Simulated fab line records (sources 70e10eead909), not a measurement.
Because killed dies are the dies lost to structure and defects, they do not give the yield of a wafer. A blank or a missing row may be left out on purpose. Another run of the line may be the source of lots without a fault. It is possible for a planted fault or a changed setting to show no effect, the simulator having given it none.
Which tool did it? -- flow nandHarc -- 14 lots with 42 wafers sampled at 3 steps, on a route of 1159 steps

== WHAT THE GAUGES READ, wafer by wafer ==
NHARC_A_M0_THK_MEAS_24: measures by xrf.
lot,measured,on,thkNm (nm)
L531,day 17 23:47,filmMetro-01,116.3 111.7 113.6
L530,day 18 01:06,filmMetro-02,114.7 115.5 114.8
L532,day 18 04:53,filmMetro-02,112.2 111.8 114.8
L529,day 18 07:38,filmMetro-02,111.2 111.8 113.8
L533,day 18 19:33,filmMetro-02,112.5 114.8 111.2
L535,day 19 16:22,filmMetro-01,113.3 114.7 114.0
L536,day 19 23:40,filmMetro-01,110.6 113.1 114.9
L538,day 20 03:29,filmMetro-02,111.5 113.1 112.7
L537,day 20 04:42,filmMetro-01,113.0 113.1 114.9
L541,day 20 22:51,filmMetro-01,114.4 115.1 114.6
L549,day 22 21:10,filmMetro-02,113.4 116.0 114.2
L547,day 23 02:50,filmMetro-01,112.6 112.5 112.8
L548,day 23 06:35,filmMetro-01,114.1 113.1 113.2
L550,day 24 00:32,filmMetro-02,115.7 114.8 112.7

== TOOL THAT RAN EACH LOT (tool first, then ch and the chambers of the sampled wafers, then the start) ==
lot,NHARC_A_M0_PRE_CLEAN_29,NHARC_A_M0_PVD_21
L531,"pvdSputter-03, day 17 23:47 or earlier","pvdSputter-03, day 17 23:47 or earlier"
L530,"pvdSputter-03, day 18 01:06 or earlier","pvdSputter-03, day 18 01:06 or earlier"
L532,"pvdSputter-03, day 18 04:53 or earlier","pvdSputter-03, day 18 04:53 or earlier"
L529,"pvdSputter-01, day 18 07:38 or earlier","pvdSputter-01, day 18 07:38 or earlier"
L533,"pvdSputter-01, day 18 19:33 or earlier","pvdSputter-01, day 18 19:33 or earlier"
L535,"pvdSputter-03, day 19 16:22 or earlier","pvdSputter-03, day 19 16:22 or earlier"
L536,"pvdSputter-03, day 19 23:40 or earlier","pvdSputter-03, day 19 23:40 or earlier"
L538,"pvdSputter-02, day 20 03:29 or earlier","pvdSputter-02, day 20 03:29 or earlier"
L537,"pvdSputter-03, day 20 04:42 or earlier","pvdSputter-03, day 20 04:42 or earlier"
L541,"pvdSputter-01, day 20 22:51 or earlier","pvdSputter-01, day 20 22:51 or earlier"
L549,"pvdSputter-02, day 22 21:10 or earlier","pvdSputter-02, day 22 21:10 or earlier"
L547,"pvdSputter-02, day 23 02:50 or earlier","pvdSputter-02, day 23 02:50 or earlier"
L548,"pvdSputter-02, day 23 06:35 or earlier","pvdSputter-02, day 23 06:35 or earlier"
L550,"pvdSputter-01, day 24 00:32 or earlier","pvdSputter-01, day 24 00:32 or earlier"
- NHARC_A_M0_PRE_CLEAN_29: time 30 s.
- NHARC_A_M0_PVD_21: deposits Cu, target thk 30 nm, time 20.49 s.

== AS READ BY THE TOOLS THEMSELVES (means over the sampled wafers that have a number; for cases with no such wafer, the mark the record gives instead) ==
NHARC_A_M0_PRE_CLEAN_29.
lot,tool,heaterPowerW (W)
L531,pvdSputter-03,365
L530,pvdSputter-03,366
L532,pvdSputter-03,370
L529,pvdSputter-01,427
L533,pvdSputter-01,439
L535,pvdSputter-03,362
L536,pvdSputter-03,363
L538,pvdSputter-02,408
L537,pvdSputter-03,363
L541,pvdSputter-01,413
L549,pvdSputter-02,380
L547,pvdSputter-02,391
L548,pvdSputter-02,392
L550,pvdSputter-01,409

NHARC_A_M0_PVD_21.
lot,tool,chamberPressurePa (Pa),throttleValvePct (%)
L531,pvdSputter-03,5.001,27.8
L530,pvdSputter-03,5.000,29.3
L532,pvdSputter-03,5.007,30.2
L529,pvdSputter-01,5.001,30.1
L533,pvdSputter-01,4.995,29.3
L535,pvdSputter-03,5.000,30.1
L536,pvdSputter-03,4.997,29.2
L538,pvdSputter-02,5.012,29.8
L537,pvdSputter-03,4.995,28.9
L541,pvdSputter-01,4.998,29.2
L549,pvdSputter-02,4.992,29.5
L547,pvdSputter-02,5.005,29.7
L548,pvdSputter-02,4.992,30.3
L550,pvdSputter-01,4.994,30.2

== THE ANSWER, worked out from the rows above alone ==
Rule: usual is defined by the lots themselves. The widest of any qualifying gaps counts: lots, ordered by their means at a reading, are off when they make up no more than a third of the lots, leave a main group of 4 or more, and stand apart from it by 3 or more times the standard deviation of that group's means. A main group whose means are all the same, to the digits that the tables above print for the reading, isn't used. A lot without any number at a reading at which 4 lots or more have one is off too. All remaining lots with rows at the step are treated as sound. After the gauges, taken in route order, come the tools' own readings; for these a lot's mean is taken, as printed above. The first step at which some lot is off is used, and at that step the reading that is off furthest; a lot without a number counts as furthest.
Across all readings shown, no lot is off: no conclusion can be drawn from this.

== WHAT WAS PUT IN BY THE SIMULATOR ==
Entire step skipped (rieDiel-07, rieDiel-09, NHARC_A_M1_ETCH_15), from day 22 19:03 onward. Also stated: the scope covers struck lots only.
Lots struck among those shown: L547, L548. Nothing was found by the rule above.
